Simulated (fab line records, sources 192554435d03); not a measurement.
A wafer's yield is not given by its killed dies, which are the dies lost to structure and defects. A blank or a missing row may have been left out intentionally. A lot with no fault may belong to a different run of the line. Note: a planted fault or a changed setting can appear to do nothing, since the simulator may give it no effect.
fab line records ; flow n5-finfet ; part 2 of 2: steps 41 to 41 of 41
record: lots: 5; wafers: 15; last-day: 18
route steps=1938 shown BEOL_M4@1099 BEOL_M5@1112 BEOL_M6@1239 BEOL_M15@1830 PASSIVATION@1936
lots with no fault: from the same line, run without faults
start-h: hours from the record's first day to the start of the lot's first wafer shown ; wait-h: how many hours have passed since the lot's step before this one ; " the same as in the row above ; L1.1+2: a row that stands for several wafers ; - no value, or no start was given ; * or withheld: withheld ; < > ~ a bound
route shown NAME@n: NAME is a module with steps in the file, n the number in the route of the first one ; usual: mean/standard deviation of fault-free wafers ; same: alike in all rows ; chamber/n: place in a boat ; sites: each site's reading ; _std_site: standard deviation of those values ; _edge_site: mean of outer sites minus mean of inner sites ; radius-mm: how far each site lies from the wafer's centre ; mask NAME#n: copy n ; behind: tool/chamber where the wafer was last shaped ; hold: the reason the lot was held/the length of the hold in hours/how it ended ; device: names the non-switching transistor (n, p or np) ; end of line: the route-end tests of the same wafers ; step lacking rows: just its recipe ; killed: at the first sort, the dies lost to defects and structure; wafer yield is something else ; map: dies across one wafer; x = killed, . = not, _ = none there
set.NAME: the setting that was run; set.NAME@STEP: the one run at that earlier step ; model.NAME: the simulator's own value behind a step, which no gauge read
a table for each step, a row for each wafer; lots at some steps of the route
services: when a tool's chamber went out of use (start-h, in hours from the record's first day, below 0 if earlier), for how many hours, and the reason
== steps ==
step: N5_PASSIVATION_PROBE_49
usual: defect-limited-yield: 91.3/1.4; killed_at_M0_to_M3: 33/11; killed_at_M4_up: 15/6.2; killed-at-contacts: 13/6.5; killed-at-front-end: 38/11; killed-at-other: 3.4/2.6; killed-dies: 102/17; killed-open: 67/12; killed-short: 34/7.9; sort_bin_5_function: 5.1/0.88; sort_bin_6_memory: 3.3/0.65; sort_bin_8_speed: 0.00/0.0099; sort-n-pass: 1078/17
same: gross-dies: 1180; killed-at-back-side: 0; sort_bin_4_leakage[%]: 0
lot.wafer;tool;chamber;start-h;wait-h;defect-limited-yield[%];killed_at_M0_to_M3;killed_at_M4_up;killed-at-contacts;killed-at-front-end;killed-at-other;killed-dies;killed-open;killed-short;sort_bin_5_function[%];sort_bin_6_memory[%];sort_bin_8_speed[%];sort-n-pass
L728.3;prober-01;-;273.76;0.1;93.3;15;9;15;35;5;79;55;24;4.3;2.3;0;1101
L728.4;prober-01;-;273.81;0.2;91.5;25;14;30;29;2;100;62;37;5.0;3.3;0;1080
L728.5;prober-01;-;273.86;0.2;90.9;41;12;18;36;0;107;61;46;5.2;3.2;0;1073
L736.3;prober-02;-;340.47;0.1;90.1;32;9;10;59;7;117;59;49;6.0;3.1;0;1063
L736.5;prober-02;-;340.57;0.2;91.4;38;14;12;31;6;101;59;38;4.6;3.7;0;1079
L736.6;prober-02;-;340.62;0.3;90.3;50;18;10;32;5;115;82;29;5.3;4.1;0;1065
L746.4;prober-02;-;420.28;0.2;90.9;31;20;17;35;4;107;59;42;4.7;3.7;0.42;1073
L746.5;prober-02;-;420.33;0.2;93.1;21;17;13;28;3;82;54;26;4.1;2.5;0.17;1098
L746.6;prober-02;-;420.38;0.3;90.6;28;20;21;40;2;111;67;38;5.3;3.3;0.17;1069
L748.1;prober-02;-;434.76;0.7;93.1;21;17;16;22;5;81;52;26;4.5;1.8;0.17;1099
L748.5;prober-02;-;434.96;0.9;93.5;23;9;19;22;4;77;47;24;3.6;2.4;0.17;1103
L748.6;prober-02;-;435.01;1.0;90.1;25;14;22;48;8;117;80;30;5.4;3.8;0.42;1063
L747.3;prober-02;-;435.94;0.1;89.7;37;18;9;55;2;121;84;29;5.8;3.6;0.42;1059
L747.5;prober-02;-;436.04;0.2;87.0;63;16;21;51;2;153;107;36;7.3;4.6;0.42;1027
L747.6;prober-02;-;436.09;0.3;89.5;39;27;14;39;5;124;79;29;6.3;2.8;0.85;1056
killed by level:class
L728.3 MOL_CONTACT_COAG:geometric-particle:open=11 FIN_SAQP:geometric-particle:short=8 DUMMY_GATE:geometric-particle:open=6 FIN_SAQP:geometric-particle:open=5 STI_FIN_REVEAL:geometric-particle:open=5 MOL_CONTACT_COAG:geometric-particle:short=4 BEOL_M0_SAQP:geometric-particle:open=4 MIM_TOP_ETCH:geometric-particle:open=4
L728.4 MOL_CONTACT_COAG:geometric-particle:open=15 MOL_CONTACT_COAG:geometric-particle:short=15 BEOL_M2:geometric-particle:open=10 BEOL_M3:geometric-particle:open=6 FIN_SAQP:geometric-particle:short=5 DUMMY_GATE:geometric-particle:open=5 BEOL_M5:geometric-particle:open=4 STI_FIN_REVEAL:geometric-particle:open=4
L728.5 MOL_CONTACT_COAG:geometric-particle:open=11 BEOL_M0_SAQP:geometric-particle:short=10 BEOL_M0_SAQP:geometric-particle:open=8 GATE_CUT:geometric-particle:open=7 MOL_CONTACT_COAG:geometric-particle:short=7 BEOL_M1:geometric-particle:open=6 DUMMY_GATE:geometric-particle:open=5 GATE_CUT:geometric-particle:short=5
L736.3 FIN_SAQP:geometric-particle:short=22 BEOL_M3:geometric-particle:open=8 HKMG_FIN:area-etch=7 FIN_SAQP:geometric-particle:open=6 MOL_CONTACT_COAG:geometric-particle:open=6 BEOL_M0_SAQP:geometric-particle:short=6 BEOL_M0_SAQP:geometric-particle:open=5 BEOL_M2:geometric-particle:open=5
L736.5 BEOL_M0_SAQP:geometric-particle:open=13 FIN_SAQP:geometric-particle:short=12 BEOL_M0_SAQP:geometric-particle:short=12 MOL_CONTACT_COAG:geometric-particle:open=11 BEOL_M4:geometric-particle:open=8 FIN_SAQP:geometric-particle:open=6 BEOL_M1:geometric-particle:open=4 BEOL_M3:geometric-particle:open=4
L736.6 BEOL_M3:geometric-particle:open=16 FIN_SAQP:geometric-particle:open=14 BEOL_M0_SAQP:geometric-particle:short=9 MOL_CONTACT_COAG:geometric-particle:open=9 BEOL_M0_SAQP:geometric-particle:open=8 BEOL_M4:geometric-particle:open=7 STI_FIN_REVEAL:geometric-particle:open=6 BEOL_M0:geometric-particle:open=6
L746.4 MOL_CONTACT_COAG:geometric-particle:open=16 FIN_SAQP:geometric-particle:short=13 FIN_SAQP:geometric-particle:open=10 BEOL_M3:geometric-particle:short=8 BEOL_M6:area-ecd=5 BEOL_M0_SAQP:geometric-particle:open=4 BEOL_M0_SAQP:geometric-particle:short=4 BEOL_M2:geometric-particle:open=4
L746.5 MOL_CONTACT_COAG:geometric-particle:open=13 BEOL_M4:geometric-particle:open=8 FIN_SAQP:geometric-particle:short=6 STI_FIN_REVEAL:geometric-particle:open=6 BEOL_M0_SAQP:geometric-particle:short=4 STARTING-WAFER:geometric-particle:short=4 FIN_SAQP:geometric-particle:open=3 STI_FIN_REVEAL:geometric-particle:short=3
L746.6 MOL_CONTACT_COAG:geometric-particle:open=18 FIN_SAQP:geometric-particle:short=13 BEOL_M0_SAQP:geometric-particle:short=8 FIN_SAQP:geometric-particle:open=7 BEOL_M4:geometric-particle:open=7 BEOL_M5:geometric-particle:open=6 BEOL_M0_SAQP:geometric-particle:open=5 STI_FIN_REVEAL:geometric-particle:open=4
L748.1 MOL_CONTACT_COAG:geometric-particle:open=13 BEOL_M3:geometric-particle:open=5 STI_FIN_REVEAL:geometric-particle:open=4 BEOL_M1:geometric-particle:open=4 BEOL_M1:geometric-particle:short=4 MOL_CONTACT_COAG:geometric-particle:short=3 BEOL_M0:geometric-particle:open=3 BEOL_M4:geometric-particle:open=3
L748.5 MOL_CONTACT_COAG:geometric-particle:open=13 MOL_CONTACT_COAG:geometric-particle:short=6 BEOL_M2:geometric-particle:open=5 BEOL_M0:geometric-particle:open=4 BEOL_M0_SAQP:geometric-particle:open=4 ZERO_LAYER:coat-microbubble-printed=4 STI_FIN_REVEAL:geometric-particle:open=3 DUMMY_GATE:geometric-particle:open=3
L748.6 STI_FIN_REVEAL:geometric-particle:open=18 MOL_CONTACT_COAG:geometric-particle:open=14 MOL_CONTACT_COAG:geometric-particle:short=7 BEOL_M0_SAQP:geometric-particle:open=6 DUMMY_GATE:geometric-particle:open=5 BEOL_M2:geometric-particle:open=5 BEOL_M6:area-ecd=5 STI_FIN_REVEAL:geometric-particle:short=4
L747.3 FIN_SAQP:geometric-particle:open=20 BEOL_M3:geometric-particle:open=17 STI_FIN_REVEAL:geometric-particle:open=9 BEOL_M2:geometric-particle:open=8 FIN_SAQP:geometric-particle:short=6 MOL_CONTACT_COAG:geometric-particle:open=6 BEOL_M1:geometric-particle:open=5 BEOL_M4:geometric-particle:open=5
L747.5 MOL_CONTACT_COAG:geometric-particle:open=17 BEOL_M2:geometric-particle:open=16 FIN_SAQP:geometric-particle:open=15 BEOL_M1:geometric-particle:open=10 BEOL_M0_SAQP:geometric-particle:open=10 BEOL_M0_SAQP:geometric-particle:short=9 BEOL_M3:geometric-particle:open=9 FIN_SAQP:geometric-particle:short=5
L747.6 FIN_SAQP:geometric-particle:open=10 MOL_CONTACT_COAG:geometric-particle:open=10 BEOL_M6:area-ecd=10 BEOL_M3:geometric-particle:open=9 BEOL_M2:geometric-particle:open=7 BEOL_M0:geometric-particle:open=6 STI_FIN_REVEAL:geometric-particle:open=5 DUMMY_GATE:geometric-particle:open=5
map L746.6 (x killed, . not)
_________________.x..x.x..x..________________
______________......x..........._____________
___________.....x..........x.......__________
__________..........x.......x......._________
________..............x.x.x..........._______
_______.......................x........______
______................x.x......x........_____
_____.x................x......x...x......____
____.x.x.............................x.xx.___
___....................x...................__
___.........x.x.....x..........x...........__
__x...x.......x..............x....x....x...._
__......................x..x............x.x._
_xx................x.........x.......x..x....
_......x.............x.......................
_..............x..x..............xx..........
_..............x.x.x.........x...x.x....x....
_.x...x...x........x.......................x.
_...x.x..........x..........x..........x.....
_.............................x..............
_..xx............x....xx..x..x...........x...
__...x.......x......x......................._
__..x......................x.............x.._
___................................x...x...__
___..x..........................x..........__
____........................x.........x...___
_____x...x.............x................x____
______....xx....................x....xx._____
_______....xx..x...........x...........______
________....x........................._______
__________.x............x...x......._________
___________...x............x.......__________
______________...x.............._____________
_________________.....x......________________
map L747.5 (x killed, . not)
_________________.xx.....x...________________
______________......x...x......._____________
___________x...x.x..............xx.__________
__________xx...........x............_________
________...x...x.x.......x...x.....x.._______
_______.........x..x.....x.............______
______..xx....x....x......x.......x....._____
_____...........x..x...........x.........____
____.x...x....................x.x....x....___
___.................x....xx................__
___....x......x............................__
__...................x.....................x_
__......x....x......x...x............x......_
_x.........x......x........x..xx..........x..
_...x.....x.................x...xx......x....
_................x.............x.............
_.....x....x.......................x.......x.
_..x............x......x.xxx...x.............
_xx..x.x......xx........x.....x..x.xx........
_..................................x.x.x....x
_..................................x......x..
__............x............x.....x.x.xxx...._
__......x...x.....x..........x..x....x......_
___..........x.......x.....x.xx.......x....__
___x.....x...x...x.......x.......x.........__
____.x............................x.......___
_____...x.....x..x.....x............x..xx____
______........x............x.......x...x_____
_______.........x.x............x...x...______
________...x...........x...x..x.....x._______
__________..........x......xx....x.x_________
___________..x....xx..x............__________
______________x.....x.......x..._____________
_________________x.x.x.......________________
== services ==
tool;chamber;start-h;hours;kind
cmp-01;-;176.50;1.6;repair
rie-diel-04;2;183.03;-;clean
rie-diel-04;2;183.03;-;consumable-replace:focus-ring
rie-diel-04;2;183.03;14.3;scheduled-down
rie-diel-04;2;183.03;14.3;vent-cycle
cmp-01;-;188.22;12.1;pm
cmp-01;-;206.69;5.5;pm
cmp-04;-;206.74;4.0;pm
cmp-04;-;224.54;0.8;repair
rie-diel-04;1;232.60;8.5;repair
cmp-02;-;237.45;4.0;pm
cmp-02;-;246.51;0.8;repair
rie-diel-04;2;262.52;29.1;repair
cmp-04;-;263.49;6.0;pm
cmp-01;-;273.51;0.9;repair
rie-diel-03;0;285.15;18.7;repair
cmp-02;-;289.29;2.2;repair
rie-diel-04;0;291.63;-;clean
rie-diel-04;0;291.63;-;consumable-replace:focus-ring
rie-diel-04;0;291.63;22.6;scheduled-down
rie-diel-04;0;291.63;22.6;vent-cycle
cmp-01;-;318.87;1.8;repair
cmp-02;-;319.89;0.4;repair
cmp-02;-;348.41;0.5;repair
== key ==
first-sign: step: N5_BEOL_M6_TRENCH_ETCH_37; reading: time-s; direction: down; sigmas: 99+; usual: *; struck: *
effect: step: N5_BEOL_M6_TRENCH_ETCH_37; reading: run-length-s; direction: down; sigmas: 13; usual: *; struck: *
effect: step: N5_BEOL_M6_OCD_MEAS_38; reading: trench-depth-nm; direction: down; sigmas: 13; usual: 94.8; struck: 67.1
effect: step: N5_BEOL_M6_THK_MEAS_53; reading: M6_THK; direction: down; sigmas: 9.5; usual: 81.6; struck: 54.2
effect: step: N5_BEOL_M6_RS_MEAS_57; reading: M6_RS; direction: up; sigmas: 16; usual: 0.285; struck: 0.468
effect: step: N5_BEOL_M15_RC_MEAS_101; reading: SERP_M6; direction: up; sigmas: 11; usual: 13.4; struck: 21.5
effect: step: N5_PASSIVATION_PROBE_49; reading: sort_bin_8_speed; direction: up; sigmas: 4.2; usual: 0.00; struck: 0.36
model-effect: step: N5_BEOL_M6_TRENCH_ETCH_37; value: BEOL_M6.feature-depth-nm; without: 95.91; struck: 67.13
model-effect: step: N5_BEOL_M6_CMP_52; value: Cu_of_BEOL_M6_ECD_50.thk-nm; without: 82.18; struck: 53.44
met-at N5_BEOL_M6_TRENCH_ETCH_37
struck-wafers L746.4,L746.5,L746.6,L747.3,L747.5,L747.6,L748.1,L748.5,L748.6
onset-between 254.52 331.83
fault: kind: recipe-version-skew; tool: rie-diel-01,rie-diel-03,rie-diel-04; chamber: -; onset-h: 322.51; steps: N5_BEOL_M6_TRENCH_ETCH_37; wrong-recipe.time-s: *
